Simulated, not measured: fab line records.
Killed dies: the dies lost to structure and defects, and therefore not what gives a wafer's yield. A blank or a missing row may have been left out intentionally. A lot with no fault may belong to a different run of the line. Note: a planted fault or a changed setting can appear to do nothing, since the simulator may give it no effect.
fab line records | flow nand_harc
record: lots: 24 wafers: 72 last_day: 24
route steps=1159 shown A_STAIRCASE@700 A_SGD_CUT@772
lots that met no fault: taken from a fault-free run of the same line
start_h: hours from the record's first day to the start of the lot's first wafer shown | wait_h: hours since the lot's step before | " same as the row above | L1.1+2: one row covering several wafers at once | - no value present, or no start provided | * or withheld: withheld | < > ~ a bound
route shown NAME@n: NAME is a module with steps in the file, n the number in the route of the first one | usual: mean/standard deviation taken from wafers without a fault | same: alike in all rows | chamber/n: place in a boat | sites: the reading at each site | _std_site: the values' standard deviation | _edge_site: inner sites' mean taken away from outer sites' mean | radius_mm: how far each site lies from the wafer's centre | mask NAME#n: copy n | behind: tool/chamber where the wafer was last shaped | hold: the reason the lot was held/the length of the hold in hours/how it ended | device: which transistor (n, p or np) failed to switch | end of line: at the end of the route, the tests of the same wafers | where a step has no rows: the recipe by itself | killed: count of dies lost to structure and defects at first sort (not the wafer's yield) | map: dies across one wafer; x = killed, . = not, _ = none there
set.NAME: the setting as run; set.NAME@STEP: as run at that earlier step | model.NAME: the simulator's own value behind a step, which no gauge read
route steps across a sampled set of lots; one table per step, one row per wafer
services: the hour from which a tool's chamber was out of use, counted from the record's first day as start_h (under 0 if before that day), plus the number of hours and why
== steps ==
step: NHARC_A_STAIRCASE_STRIP_476
recipe: time_s: 20 o2_flow_sccm: 500 ar_flow_sccm: 0 bias_w: 0 chemistry: O2
usual: drypump_motor_current_A: 5.5/0.38 oes_product_au: 1.000/0.01 rf_vpp_V: 57.9/0.99 showerhead_plenum_p_Torr: 3.57/0.18 throttle_valve_pct: 17.038/0.0092
columns lot.wafer tool chamber start_h wait_h drypump_motor_current_A oes_product_au rf_hours_counter_h rf_vpp_V showerhead_plenum_p_Torr throttle_valve_pct
L075.3 rie_diel-06 3 276.21 0.2 6.1 0.998 7 56.3 3.35 17.037
L075.2 " 1 " " 5.0 1.004 13 57.1 3.43 17.024
L075.5 " 3 " " 6.1 0.998 - 57.4 3.35 17.038
L076.3 rie_diel-06 0 279.06 0.1 5.7 0.977 15 57.3 3.36 17.031
L076.2 " 2 " " 5.6 1.010 13 58.4 3.80 17.035
L076.6 " 1 " " 5.0 0.998 - 56.7 3.43 17.020
L077.3 rie_diel-03 2 281.38 0.3 4.7 0.989 23 58.4 3.65 17.039
L077.2 " 3 " " 5.5 0.983 22 58.2 3.80 17.027
L077.5 " 2 " " 4.7 0.979 - 58.2 3.65 17.041
L074.4 rie_diel-03 2 284.81 0.1 4.7 0.980 25 58.7 3.65 17.028
L074.2 " 1 " " 6.3 1.019 26 57.5 3.61 17.033
L074.6 " 3 " " 5.5 0.991 - 58.7 3.79 17.033
L078.3 rie_diel-13 0 287.62 0.1 5.4 0.999 1 57.3 3.64 17.043
L078.2 " 1 " " 5.4 1.013 1 57.2 3.57 17.018
L078.5 " 0 " " 5.3 1.001 - 58.1 3.64 17.027
L079.3 rie_diel-13 0 292.17 0.1 5.3 0.997 2 57.9 3.64 17.053
L079.5 " 1 " " 5.4 1.006 - 57.3 3.57 17.032
L079.4 " 0 " " 5.4 0.989 - 57.9 3.64 17.048
L080.2 rie_diel-13 3 293.59 0.2 5.8 1.004 3 59.6 3.81 17.038
L080.6 " 3 " " 5.8 1.006 - 59.4 3.81 17.036
L080.5 " 0 " " 5.4 0.999 - 57.0 3.64 17.021
L082.3 rie_diel-06 0 302.58 0.1 5.7 0.991 22 56.3 3.35 17.048
L082.2 " 1 " " 5.0 1.015 20 58.0 3.43 17.039
L082.6 " 2 " " 5.6 1.017 - 57.5 3.80 17.037
L081.2 rie_diel-03 3 302.97 0.1 5.5 0.990 29 58.5 3.79 17.037
L081.4 " 1 " " 6.3 1.010 31 57.6 3.60 17.035
L081.6 " 3 " " 5.5 0.983 - 58.6 3.79 17.030
L083.3 rie_diel-13 1 317.90 0.1 5.4 1.009 10 57.4 3.57 17.029
L083.1 " 3 " " 5.9 1.000 11 58.5 3.80 17.049
L083.2 " 0 " " 5.4 1.001 9 59.0 3.63 17.014
L085.2 rie_diel-06 1 326.16 0.1 5.0 1.010 28 57.1 3.42 17.048
L085.4 " 3 " " 6.1 0.992 25 56.2 3.34 17.030
L085.3 " 0 " " 5.7 0.980 30 57.1 3.35 17.045
L084.4 rie_diel-13 1 329.21 0.1 5.4 0.998 13 58.4 3.56 17.040
L084.3 " 0 " " 5.3 1.008 12 58.3 3.63 17.034
L084.5 " 2 " " 5.5 1.002 - 57.9 3.30 17.037
L086.3 rie_diel-06 2 338.39 0.1 5.5 1.009 33 58.7 3.79 17.033
L086.1 " 3 " " 6.1 1.001 32 58.8 3.34 17.034
L086.4 " 1 " " 5.0 1.013 33 56.8 3.42 17.038
L087.3 rie_diel-06 2 339.75 0.2 5.6 1.006 34 58.3 3.79 17.045
L087.1 " 3 " " 6.1 1.009 33 57.5 3.34 17.051
L087.6 " 3 " " 6.1 1.006 - 57.1 3.34 17.030
L088.2 rie_diel-03 3 341.86 0.1 5.5 0.980 42 59.2 3.78 17.060
L088.6 " 3 " " 5.5 0.986 - 58.0 3.78 17.027
L088.5 " 0 " " 5.5 0.979 - 57.0 3.47 17.024
L089.2 rie_diel-13 1 356.55 0.1 5.4 1.003 21 58.2 3.56 17.035
L089.1 " 2 " " 5.5 1.004 19 57.5 3.30 17.045
L089.6 " 3 " " 5.8 0.996 - 58.4 3.79 17.023
L090.2 rie_diel-06 2 358.24 0.2 5.5 1.005 42 57.4 3.78 17.030
L090.6 " 2 " " 5.5 1.006 - 56.7 3.78 17.036
L090.5 " 3 " " 6.1 0.996 - 57.3 3.34 17.047
L092.3 rie_diel-13 3 369.52 0.1 5.8 0.996 28 57.5 3.79 17.033
L092.2 " 0 " " 5.4 0.989 26 57.6 3.62 17.039
L092.6 " 3 " " 5.8 0.995 - 59.0 3.79 17.050
L091.2 rie_diel-03 0 370.99 0.1 5.5 0.991 52 56.7 3.46 17.049
L091.3 " 2 " " 4.7 0.991 55 56.9 3.63 17.047
L091.6 " 3 " " 5.5 0.984 - 59.1 3.78 17.024
L093.3 rie_diel-06 2 374.83 0.1 5.5 1.008 49 56.9 3.78 17.026
L093.2 " 3 " " 6.1 0.995 46 55.8 3.33 17.043
L093.5 " 2 " " 5.6 0.998 - 59.4 3.78 17.047
L094.3 rie_diel-13 2 376.76 0.1 5.5 1.006 27 57.4 3.29 17.016
L094.4 " 3 " " 5.8 0.999 32 57.9 3.79 17.027
L094.5 " 1 " " 5.4 0.999 - 57.6 3.56 17.024
L096.3 rie_diel-13 0 393.16 0.1 5.3 0.987 34 58.6 3.62 17.041
L096.5 " 2 " " 5.5 1.001 - 58.9 3.29 17.041
L096.6 " 3 " " 5.8 1.009 - 58.3 3.79 17.044
L095.1 rie_diel-13 3 394.39 0.1 5.8 1.014 35 57.6 3.79 17.045
L095.4 " 0 " " 5.3 0.999 34 58.2 3.62 17.038
L095.2 " 1 " " 5.4 1.012 33 57.7 3.55 17.028
L097.2 rie_diel-03 2 407.52 0.1 4.7 1.003 2 58.0 3.63 17.050
L097.6 " 0 " " 5.5 1.000 - 55.9 3.46 17.038
L097.5 " 1 " " 6.3 1.008 - 57.6 3.59 17.041
step: NHARC_A_STAIRCASE_DEP_417
recipe: target_thk_a: 600 step_coverage_pct: 20 temp_c: 400 target_thk_nm: 60 flow_sccm: 200 rf_w: 450 material: Si3N4
usual: heater_power_w: 729/130
columns lot.wafer tool chamber start_h wait_h heater_power_w
L075.2 pecvd-02 0 276.30 - 808
L075.3 " 1 " " 708
L075.5 " 0 " " 834
L076.2 pecvd-03 2 279.20 - 1069
L076.3 " 0 " " 717
L076.6 " 1 " " 591
L077.2 pecvd-04 0 281.47 - 692
L077.3 " 1 " " 822
L077.5 " 2 " " 823
L074.2 pecvd-02 0 284.96 - 726
L074.6 " 0 " " 729
L074.4 " 1 " " 671
L078.3 pecvd-03 2 287.71 - 1061
L078.2 " 0 " " 648
L078.5 " 2 " " 1076
L079.3 pecvd-02 0 292.26 - 797
L079.5 " 0 " " 779
L079.4 " 1 " " 755
L080.2 pecvd-04 1 293.79 - 731
L080.5 " 2 " " 781
L080.6 " 1 " " 728
L082.2 pecvd-02 2 302.67 - 480
L082.3 " 1 " " 746
L082.6 " 0 " " 768
L081.2 pecvd-02 2 303.11 - 511
L081.4 " 2 " " 528
L081.6 " 0 " " 722
L083.3 pecvd-03 1 318.00 - 613
L083.1 " 2 " " 1047
L083.2 " 0 " " 547
L085.2 pecvd-03 0 326.30 - 589
L085.3 " 1 " " 593
L085.4 " 1 " " 628
L084.3 pecvd-02 1 329.39 - 712
L084.4 " 0 " " 691
L084.5 " 1 " " 708
L086.1 pecvd-04 1 338.58 - 782
L086.3 " 0 " " 697
L086.4 " 0 " " 699
L087.1 pecvd-04 2 340.27 - 809
L087.3 " 0 " " 787
L087.6 " 1 " " 756
L088.2 pecvd-04 2 342.02 - 695
L088.6 " 2 " " 713
L088.5 " 0 " " 826
L089.2 pecvd-04 1 356.68 - 729
L089.1 " 2 " " 840
L089.6 " 2 " " 786
L090.2 pecvd-02 1 358.38 - 709
L090.6 " 1 " " 731
L090.5 " 2 " " 546
L092.2 pecvd-04 0 369.61 - 699
L092.3 " 1 " " 717
L092.6 " 2 " " 776
L091.3 pecvd-03 0 371.15 - 684
L091.2 " 1 " " 694
L091.6 " 1 " " 692
L093.2 pecvd-04 2 374.92 - 804
L093.3 " 0 " " 800
L093.5 " 1 " " 798
L094.3 pecvd-02 1 376.94 - 643
L094.4 " 2 " " 540
L094.5 " 0 " " 703
L096.3 pecvd-02 1 393.30 - 722
L096.5 " 0 " " 737
L096.6 " 1 " " 721
L095.2 pecvd-03 1 394.53 - 633
L095.1 " 2 " " 909
L095.4 " 1 " " 624
L097.2 pecvd-04 1 407.66 - 882
L097.5 " 0 " " 774
L097.6 " 1 " " 876
step: NHARC_A_STAIRCASE_ETCH_444
recipe: target_depth_a: 1.02e+05 time_s: 3400 c4f8_flow_sccm: 20 o2_flow_sccm: 10 ar_flow_sccm: withheld rf_w: 600 bias_w: 1000 chemistry: C4F8/O2
usual: oes_product_au: 0.929/0.016 rf_vpp_V: 808/5.8
columns lot.wafer tool chamber start_h wait_h oes_product_au rf_hours_counter_h rf_vpp_V
L077.2 rie_diel-13 2 312.04 0.1 0.943 6 798
L077.3 " 0 " " 0.963 7 809
L077.5 " 2 " " 0.967 - 799
L075.3 rie_diel-06 0 312.36 0.6 0.915 25 800
L075.2 " 1 " " 0.942 24 804
L075.5 " 3 " " 0.915 - 800
L076.2 rie_diel-03 1 312.52 0.3 0.941 34 811
L076.3 " 3 " " 0.918 33 815
L076.6 " 1 " " 0.934 - 809
L078.2 rie_diel-06 2 324.58 0.1 0.922 27 817
L078.3 " 0 " " 0.907 30 802
L078.5 " 3 " " 0.906 - 801
L074.2 rie_diel-03 1 324.79 0.1 0.951 39 809
L074.4 " 3 " " 0.920 37 815
L074.6 " 1 " " 0.939 - 809
L079.4 rie_diel-06 3 331.48 0.1 0.925 29 802
L079.3 " 1 " " 0.932 31 803
L079.5 " 0 " " 0.918 - 801
L080.2 rie_diel-13 2 332.07 0.8 0.948 11 799
L080.5 " 3 " " 0.924 - 815
L080.6 " 0 " " 0.926 - 810
L081.4 rie_diel-06 2 342.53 0.3 0.927 36 815
L081.2 " 0 " " 0.922 38 801
L081.6 " 1 " " 0.933 - 803
L082.2 rie_diel-03 2 342.77 0.3 0.921 44 810
L082.3 " 0 " " 0.922 44 804
L082.6 " 2 " " 0.919 - 810
L083.2 rie_diel-03 2 357.70 0.1 0.926 50 809
L083.1 " 3 " " 0.908 48 813
L083.3 " 0 " " 0.906 50 805
L085.4 rie_diel-06 1 362.94 0.1 0.933 44 802
L085.2 " 2 " " 0.924 45 816
L085.3 " 0 " " 0.915 47 799
L084.3 rie_diel-13 2 363.03 0.3 0.917 21 798
L084.4 " 3 " " 0.928 26 816
L084.5 " 2 " " 0.917 - 799
L088.2 rie_diel-13 3 374.78 0.1 0.932 30 815
L088.5 " 3 " " 0.932 - 815
L088.6 " 0 " " 0.919 - 811
L086.3 rie_diel-03 0 374.82 0.1 0.919 54 805
L086.1 " 1 " " 0.940 56 810
L086.4 " 1 " " 0.949 - 808
L087.3 rie_diel-06 1 374.86 0.1 0.940 48 803
L087.1 " 3 " " 0.927 47 801
L087.6 " 2 " " 0.924 - 815
L090.2 rie_diel-13 2 398.30 0.6 0.925 32 798
L090.5 " 0 " " 0.910 - 810
L090.6 " 1 " " 0.932 - 808
L089.2 rie_diel-06 0 398.67 0.3 0.928 56 800
L089.1 " 2 " " 0.923 57 814
L089.6 " 0 " " 0.915 - 801
L094.4 rie_diel-06 3 409.64 0.1 0.919 58 801
L094.3 " 0 " " 0.918 61 801
L094.5 " 0 " " 0.920 - 802
L091.2 rie_diel-13 0 409.97 0.5 0.919 42 811
L091.3 " 1 " " 0.922 41 807
L091.6 " 3 " " 0.921 - 814
L092.2 rie_diel-03 0 410.16 0.4 0.937 4 804
L092.3 " 3 " " 0.940 4 814
L092.6 " 1 " " 0.945 - 810
L093.2 rie_diel-13 2 411.60 0.7 0.922 40 799
L093.3 " 3 " " 0.928 45 816
L093.5 " 1 " " 0.928 - 807
L095.4 rie_diel-13 3 430.87 0.3 0.938 52 814
L095.2 " 0 " " 0.918 52 809
L095.1 " 1 " " 0.936 51 807
L096.3 rie_diel-03 3 431.20 0.8 0.981 11 815
L096.6 " 0 " " 0.979 - 804
L096.5 " 1 " " 0.964 - 810
L097.2 rie_diel-13 1 446.10 0.6 0.931 57 808
L097.6 " 3 " " 0.940 - 815
L097.5 " 0 " " 0.924 - 809
step: NHARC_A_STAIRCASE_CMP_152
usual: motor_current_A: 12.4/1.4
columns lot.wafer tool chamber start_h wait_h motor_current_A
L075.3 cmp-03 0 315.03 0.1 14.6
L075.2 " 3 " " 12.5
L075.5 " 1 " " 11.8
L077.3 cmp-02 3 315.17 0.1 11.1
L077.2 " 2 " " 13.5
L077.5 " 0 " " 10.1
L076.2 cmp-01 0 315.45 0.1 11.0
L076.3 " 1 " " 11.6
L076.6 " 1 " " 12.3
L078.2 cmp-01 2 327.82 0.1 11.9
L078.3 " 3 " " 13.7
L078.5 " 2 " " 11.3
L074.4 cmp-01 1 328.12 0.1 12.9
L074.2 " 2 " " 11.6
L074.6 " 0 " " 11.2
L080.2 cmp-03 0 334.52 0.1 15.3
L080.5 " 1 " " 11.4
L080.6 " 2 " " 13.7
L079.4 cmp-03 0 334.66 0.1 13.4
L079.3 " 1 " " 12.2
L079.5 " 2 " " 14.2
L081.4 cmp-03 0 345.40 0.1 15.5
L081.2 " 2 " " 13.5
L081.6 " 1 " " 11.4
L082.3 cmp-01 3 345.65 0.1 13.9
L082.2 " 2 " " 11.3
L082.6 " 0 " " 10.6
L083.1 cmp-03 1 360.95 0.1 11.1
L083.3 " 2 " " 12.9
L083.2 " 3 " " 13.0
L084.4 cmp-01 3 365.95 0.1 13.5
L084.3 " 1 " " 12.3
L084.5 " 3 " " 14.5
L085.3 cmp-03 3 366.22 0.1 12.2
L085.4 " 0 " " 14.7
L085.2 " 1 " " 11.7
L088.2 cmp-03 1 377.96 0.1 12.3
L088.6 " 0 " " 14.7
L088.5 " 1 " " 12.1
L087.3 cmp-02 0 378.02 0.1 9.2
L087.1 " 1 " " 11.8
L087.6 " 0 " " 9.6
L086.1 cmp-02 3 378.42 0.1 9.9
L086.3 " 0 " " 9.7
L086.4 " 1 " " 11.6
L090.2 cmp-02 3 400.99 0.1 10.9
L090.5 " 1 " " 11.3
L090.6 " 2 " " 13.2
L089.1 cmp-01 1 401.57 0.1 12.1
L089.2 " 0 " " 11.6
L089.6 " 2 " " 11.9
L091.2 cmp-01 1 412.63 0.1 11.9
L091.3 " 3 " " 14.2
L091.6 " 2 " " 11.9
L094.4 cmp-03 3 412.91 0.1 13.0
L094.3 " 1 " " 11.4
L094.5 " 2 " " 13.3
L092.3 cmp-01 2 413.32 0.1 11.2
L092.2 " 3 " " 14.2
L092.6 " 0 " " 11.1
L093.3 cmp-01 2 414.29 0.1 11.7
L093.2 " 0 " " 10.8
L093.5 " 1 " " 12.6
L096.3 cmp-02 2 433.65 0.1 13.4
L096.6 " 0 " " 9.8
L096.5 " 1 " " 11.8
L095.1 cmp-03 2 433.92 0.1 13.5
L095.4 " 3 " " 12.9
L095.2 " 0 " " 14.6
L097.2 cmp-03 0 448.80 0.1 14.8
L097.5 " 2 " " 13.5
L097.6 " 3 " " 12.5
step: NHARC_A_STAIRCASE_ETCHBACK_422
recipe: target_depth_a: 400 over_etch_frac: 0.3 time_s: 74.286 ion_energy_ev: 120 ch3f_flow_sccm: 50 o2_flow_sccm: 30 ar_flow_sccm: 200 rf_w: 500 bias_w: 100 chemistry: CH3F/O2
usual: drypump_motor_current_A: 5.5/0.42 oes_product_au: 0.96/0.039 rf_vpp_V: 244.5/1.9 showerhead_plenum_p_Torr: 2.47/0.12 throttle_valve_pct: 20.662/0.0089
columns lot.wafer tool chamber start_h wait_h drypump_motor_current_A oes_product_au rf_hours_counter_h rf_vpp_V showerhead_plenum_p_Torr throttle_valve_pct
L075.3 rie_diel-03 1 315.50 0.2 6.2 0.93 36 244.2 2.51 20.660
L075.2 " 2 " " 4.7 0.92 35 246.4 2.54 20.656
L075.5 " 1 " " 6.3 0.93 - 245.1 2.51 20.666
L077.2 rie_diel-06 1 315.66 0.2 5.0 0.94 25 243.2 2.39 20.652
L077.3 " 2 " " 5.5 0.93 24 246.8 2.65 20.677
L077.5 " 1 " " 5.0 0.93 - 243.2 2.39 20.672
L076.2 rie_diel-13 1 315.93 0.2 5.4 1.01 9 244.1 2.49 20.668
L076.3 " 3 " " 5.8 1.00 11 246.8 2.66 20.663
L076.6 " 1 " " 5.4 1.01 - 243.7 2.49 20.672
L078.3 rie_diel-13 0 328.28 0.1 5.3 0.92 12 245.7 2.53 20.657
L078.2 " 2 " " 5.5 0.92 10 241.5 2.29 20.664
L078.5 " 1 " " 5.4 0.93 - 244.3 2.48 20.660
L074.4 rie_diel-13 1 328.57 0.1 5.4 1.01 13 244.6 2.48 20.675
L074.2 " 0 " " 5.3 1.01 12 246.8 2.53 20.665
L074.6 " 1 " " 5.4 1.00 - 244.1 2.48 20.674
L080.2 rie_diel-13 3 334.94 0.1 5.8 0.93 17 246.8 2.65 20.666
L080.6 " 3 " " 5.9 0.92 - 247.4 2.65 20.679
L080.5 " 0 " " 5.3 0.92 - 245.9 2.53 20.652
L079.4 rie_diel-06 3 335.10 0.1 6.1 1.00 31 243.5 2.32 20.663
L079.3 " 0 " " 5.7 0.99 35 241.7 2.33 20.663
L079.5 " 3 " " 6.1 0.99 - 242.7 2.32 20.662
L081.2 rie_diel-03 1 345.89 0.2 6.3 0.93 48 243.9 2.51 20.656
L081.4 " 2 " " 4.7 0.91 46 245.6 2.53 20.660
L081.6 " 3 " " 5.5 0.91 - 246.7 2.64 20.659
L082.3 rie_diel-06 0 346.13 0.2 5.7 0.92 39 242.6 2.33 20.657
L082.2 " 1 " " 5.0 0.93 37 245.6 2.38 20.666
L082.6 " 2 " " 5.6 0.92 - 245.5 2.64 20.670
L083.1 rie_diel-03 2 361.41 0.1 4.7 0.98 52 245.4 2.53 20.680
L083.2 " 3 " " 5.5 0.96 49 248.0 2.64 20.655
L083.3 " 1 " " 6.3 0.98 53 244.4 2.50 20.651
L084.3 rie_diel-13 1 366.41 0.1 5.4 1.01 26 245.4 2.48 20.660
L084.4 " 2 " " 5.5 1.00 23 241.4 2.29 20.659
L084.5 " 1 " " 5.4 1.00 - 246.0 2.48 20.665
L085.3 rie_diel-13 2 366.70 0.1 5.5 0.93 23 242.6 2.29 20.668
L085.4 " 3 " " 5.8 0.92 27 247.2 2.65 20.655
L085.2 " 0 " " 5.4 0.92 25 245.7 2.53 20.664
L088.2 rie_diel-06 0 378.43 0.1 5.7 0.91 51 241.4 2.32 20.653
L088.5 " 3 " " 6.1 0.92 - 241.5 2.32 20.663
L088.6 " 0 " " 5.7 0.92 - 241.7 2.32 20.673
L087.1 rie_diel-13 1 378.48 0.1 5.4 0.94 31 245.0 2.48 20.657
L087.3 " 2 " " 5.5 0.93 28 242.8 2.29 20.665
L087.6 " 0 " " 5.3 0.93 - 246.0 2.53 20.672
L086.4 rie_diel-06 3 378.89 0.1 6.1 0.93 48 240.7 2.32 20.661
L086.1 " 0 " " 5.7 0.91 52 241.5 2.32 20.641
L086.3 " 2 " " 5.6 0.92 52 247.4 2.64 20.664
L090.2 rie_diel-13 0 401.44 0.2 5.3 1.01 38 245.9 2.52 20.653
L090.6 " 3 " " 5.8 1.01 - 247.9 2.64 20.674
L090.5 " 0 " " 5.3 1.00 - 245.4 2.52 20.651
L089.1 rie_diel-03 0 402.05 0.1 5.6 1.00 0 243.1 2.41 20.663
L089.2 " 3 " " 5.5 1.00 0 246.0 2.64 20.665
L089.6 " 1 " " 6.3 1.00 - 246.1 2.50 20.665
L091.2 rie_diel-06 3 413.09 0.1 6.1 0.93 60 242.4 2.31 20.669
L091.3 " 1 " " 5.0 0.93 61 244.2 2.37 20.648
L091.6 " 3 " " 6.1 0.92 - 242.9 2.31 20.656
L094.4 rie_diel-03 2 413.37 0.1 4.7 1.01 6 245.9 2.53 20.656
L094.3 " 0 " " 5.5 1.01 6 244.6 2.41 20.666
L094.5 " 2 " " 4.7 1.01 - 246.2 2.53 20.647
L092.2 rie_diel-06 3 413.80 0.2 6.1 0.91 61 241.0 2.31 20.670
L092.3 " 1 " " 5.0 0.94 62 244.8 2.37 20.676
L092.6 " 3 " " 6.1 0.92 - 242.0 2.31 20.656
L093.2 rie_diel-03 1 414.76 0.1 6.3 1.02 7 244.3 2.50 20.656
L093.3 " 0 " " 5.5 1.01 7 242.2 2.41 20.659
L093.5 " 2 " " 4.7 1.01 - 245.1 2.53 20.649
L096.3 rie_diel-06 1 434.08 0.1 5.0 1.01 2 243.4 2.37 20.669
L096.6 " 1 " " 5.0 1.00 - 242.5 2.37 20.677
L096.5 " 2 " " 5.5 1.00 - 246.9 2.63 20.663
L095.1 rie_diel-03 1 434.37 0.1 6.3 1.02 15 245.9 2.49 20.648
L095.4 " 3 " " 5.5 0.99 13 246.9 2.63 20.648
L095.2 " 0 " " 5.5 1.00 14 244.3 2.40 20.659
L097.2 rie_diel-03 1 449.25 0.1 6.3 0.94 20 245.0 2.49 20.663
L097.5 " 0 " " 5.5 0.93 - 244.1 2.40 20.649
L097.6 " 1 " " 6.3 0.94 - 244.7 2.49 20.673
step: NHARC_A_SGD_CUT_CMP_21
recipe: target_thk_nm: 148.19
usual: motor_current_A: 12.3/1.3 time_to_endpoint_s: 50/3.2
columns lot.wafer tool chamber start_h wait_h motor_current_A time_to_endpoint_s
L075.2 cmp-04 0 326.13 0.4 12.0 53
L075.3 " 3 " " 12.7 50
L075.5 " 1 " " 11.8 50
L077.3 cmp-03 0 326.14 0.4 13.1 50
L077.2 " 1 " " 11.8 52
L077.5 " 0 " " 14.4 47
L076.2 cmp-04 2 326.28 0.5 10.5 49
L076.3 " 3 " " 12.4 53
L076.6 " 3 " " 11.9 50
L074.2 cmp-03 3 338.03 0.4 12.3 52
L074.4 " 0 " " 13.9 47
L074.6 " 0 " " 14.4 49
L078.3 cmp-02 2 338.08 0.4 13.4 54
L078.2 " 3 " " 11.0 51
L078.5 " 0 " " 10.1 49
L079.4 cmp-04 0 343.10 0.4 11.9 49
L079.3 " 1 " " 11.8 52
L079.5 " 0 " " 12.4 50
L080.2 cmp-03 3 343.15 0.4 13.3 52
L080.6 " 1 " " 11.4 53
L080.5 " 2 " " 14.7 57
L082.2 cmp-04 2 354.74 0.4 10.9 48
L082.3 " 3 " " 12.7 50
L082.6 " 1 " " 11.7 51
L081.2 cmp-02 0 354.75 0.4 10.3 45
L081.4 " 1 " " 11.5 55
L081.6 " 2 " " 14.0 49
L083.3 cmp-03 3 369.48 0.4 12.3 49
L083.2 " 0 " " 14.7 45
L083.1 " 2 " " 13.7 55
L084.3 cmp-04 2 375.09 0.4 11.6 47
L084.4 " 3 " " 12.8 47
L084.5 " 3 " " 12.8 48
L085.3 cmp-03 2 375.09 0.4 13.5 54
L085.4 " 3 " " 12.5 55
L085.2 " 0 " " 14.6 47
L086.4 cmp-03 2 387.12 0.4 13.5 52
L086.3 " 0 " " 14.6 44
L086.1 " 1 " " 12.4 49
L087.3 cmp-04 1 387.14 0.4 12.2 51
L087.1 " 3 " " 12.7 54
L087.6 " 1 " " 12.0 53
L088.2 cmp-02 1 387.17 0.4 11.5 57
L088.6 " 2 " " 13.9 48
L088.5 " 3 " " 11.2 49
L090.2 cmp-02 3 411.72 0.4 11.4 50
L090.6 " 2 " " 12.8 51
L090.5 " 3 " " 10.9 48
L089.2 cmp-03 1 411.75 0.4 11.1 50
L089.1 " 2 " " 14.2 54
L089.6 " 0 " " 13.9 47
L091.2 cmp-04 2 422.31 0.4 10.8 48
L091.3 " 3 " " 13.3 51
L091.6 " 2 " " 10.7 50
L094.4 cmp-03 1 422.34 0.4 11.9 52
L094.3 " 3 " " 12.8 54
L094.5 " 1 " " 11.1 52
L092.2 cmp-03 3 422.46 0.5 12.3 50
L092.3 " 1 " " 11.9 50
L092.6 " 3 " " 11.9 49
L093.3 cmp-04 1 422.51 0.6 11.4 52
L093.2 " 2 " " 10.5 47
L093.5 " 3 " " 13.2 51
L096.3 cmp-03 3 441.93 0.4 12.1 44
L096.5 " 3 " " 12.0 44
L096.6 " 0 " " 14.1 40
L095.2 cmp-04 2 441.96 0.4 10.7 47
L095.1 " 3 " " 12.2 50
L095.4 " 0 " " 11.9 51
L097.2 cmp-04 2 456.93 0.4 9.8 49
L097.5 " 2 " " 10.9 48
L097.6 " 3 " " 11.9 53
== services ==
columns tool chamber start_h hours kind
cmp-04 - 253.29 0.8 repair
cmp-03 - 254.00 4.0 pm
cmp-01 - 261.61 3.4 repair
pecvd-04 2 261.64 7.5 repair
rie_diel-06 3 263.77 7.5 repair
rie_diel-13 - 270.66 0.1 repair
cmp-02 - 276.26 1.1 repair
cmp-01 - 277.50 4.0 pm
rie_diel-06 2 288.44 2.8 repair
rie_diel-13 2 288.70 9.7 repair
cmp-04 - 301.00 4.0 pm
rie_diel-13 2 316.71 5.8 repair
cmp-02 - 324.50 4.0 pm
rie_diel-13 - 339.31 0.8 repair
cmp-03 - 352.00 4.0 pm
rie_diel-03 1 370.70 3.7 repair
rie_diel-03 2 373.90 5.3 repair
rie_diel-03 - 392.98 9.0 pm
cmp-04 - 399.00 4.0 pm
rie_diel-06 - 418.51 9.0 pm
cmp-03 - 430.90 0.9 repair
rie_diel-06 0 431.42 6.5 repair
cmp-03 - 450.03 4.0 pm
rie_diel-13 - 453.05 9.0 pm
== key ==
fault none
